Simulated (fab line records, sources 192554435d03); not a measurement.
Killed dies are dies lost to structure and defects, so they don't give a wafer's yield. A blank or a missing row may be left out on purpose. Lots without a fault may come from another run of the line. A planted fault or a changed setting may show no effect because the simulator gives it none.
Split-lot experiment | flow n5_finfet | 7 lots, 21 wafers read, on a route of 1938 steps

THE SPLIT
At N5_BEOL_M9_PECVD_70 (deposits SiO2 from TEOS/O2, target thk 20 nm, time 22.7 s), the setting time_s was moved away from the recipe's 22.7 s on 7 of the 21 wafers read, by -12.2% to +14.1%. The other wafers ran this setting at the recipe's value.

The reading is taken at the split's own step.

THE READING
SiO2_of_BEOL_M9_PECVD_70.thk_nm (the simulator's own value, which no gauge read), in nm, at N5_BEOL_M9_PECVD_70 (deposits SiO2 from TEOS/O2, target thk 20 nm, time 22.7 s). The file gives no usual value for it. The 14 wafers here that ran the recipe average 19.9 nm, standard deviation 0.22 nm.

wafer  | tool, chamber at the split | time_s as run, s | against the recipe | SiO2_of_BEOL_M9_PECVD_70.thk_nm, nm | against lot-mates on the recipe
L077.3 | pecvd-01, 0,1              | 22.7             | recipe             | 20                                  | -
L077.4 | pecvd-01, 0,1              | 22.7             | recipe             | 20                                  | -
L077.5 | pecvd-01, 1                | 23.99            | +5.7%              | 21                                  | +1.0
L079.3 | pecvd-03, 1                | 22.7             | recipe             | 19.6                                | -
L079.5 | pecvd-03, 1                | 19.94            | -12.2%             | 17.8                                | -1.8
L079.6 | pecvd-03, 2                | 19.94            | -12.2%             | 17.4                                | -2.2
L082.4 | pecvd-03, 2                | 22.7             | recipe             | 19.6                                | -
L082.5 | pecvd-03, 1,0              | 22.7             | recipe             | 19.8                                | -
L082.6 | pecvd-03, 1,0              | 22.7             | recipe             | 19.8                                | -
L091.3 | pecvd-01, 0                | 22.7             | recipe             | 20                                  | -
L091.4 | pecvd-01, 1                | 22.7             | recipe             | 20.2                                | -
L091.5 | pecvd-01, 2                | 23.92            | +5.4%              | 21.4                                | +1.3
L093.1 | pecvd-02, 0                | 24.46            | +7.8%              | 21.6                                | +1.5
L093.2 | pecvd-02, 2                | 22.7             | recipe             | 20                                  | -
L093.4 | pecvd-02, 2                | 22.7             | recipe             | 20.2                                | -
L095.2 | pecvd-01, 1                | 22.7             | recipe             | 19.6                                | -
L095.5 | pecvd-01, 2                | 22.7             | recipe             | 20.2                                | -
L095.6 | pecvd-01, 1                | 24.41            | +7.5%              | 21.2                                | +1.3
L094.2 | pecvd-03, 0                | 25.91            | +14.1%             | 22.6                                | +2.6
L094.4 | pecvd-03, 1                | 22.7             | recipe             | 20.2                                | -
L094.6 | pecvd-03, 2                | 22.7             | recipe             | 19.8                                | -
Where a row lists several chambers, the file gives one row for several wafers and doesn't say which wafer went through which chamber.

THE FIT
A straight line over all 21 wafers: SiO2_of_BEOL_M9_PECVD_70.thk_nm changes by +0.194 nm for each +1% of time_s; r = +0.98; the points scatter about the line by 0.23 nm.
The same after taking each lot's own level away (the mean of its wafers on the recipe; 21 wafers): +0.176 nm for each +1%; r = +0.99; scatter 0.17 nm.
On that fit, the largest move of time_s shifts the reading by 2.5 nm.
The lots' own levels span 19.60 to 20.10 nm, that is 2.3 times the standard deviation above.
So the lot-to-lot level changes the slope little: the two slopes agree.
Check: with one of the wafers moved furthest among these (+14.1%) left out of the fit, the line predicts +2.5 nm for it against its lot-mates. It came out at +2.6 nm against them.

OTHER SPLITS ON THESE WAFERS
These wafers also went through other splits before the reading. Each is held against what the fit with the lots' levels taken away leaves over:
other split on the same wafers | wafers away from the commonest value | r with SiO2_of_BEOL_M9_PECVD_70.thk_nm (lot level and that fit taken away)
N5_BEOL_M7_EXPOSE_08 dose_mj   | 7                                    | +0.25
N5_BEOL_M7_DEP_56 time_s       | 7                                    | +0.14
N5_BEOL_M8_ILD_DEP_00 time_s   | 6                                    | -0.18
N5_BEOL_M8_ETCH_62 source_w    | 6                                    | +0.41

THE FILE'S OWN FIT
SiO2_of_BEOL_M9_PECVD_70.thk_nm changes by +0.181 nm for each +1% of time_s, r = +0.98.
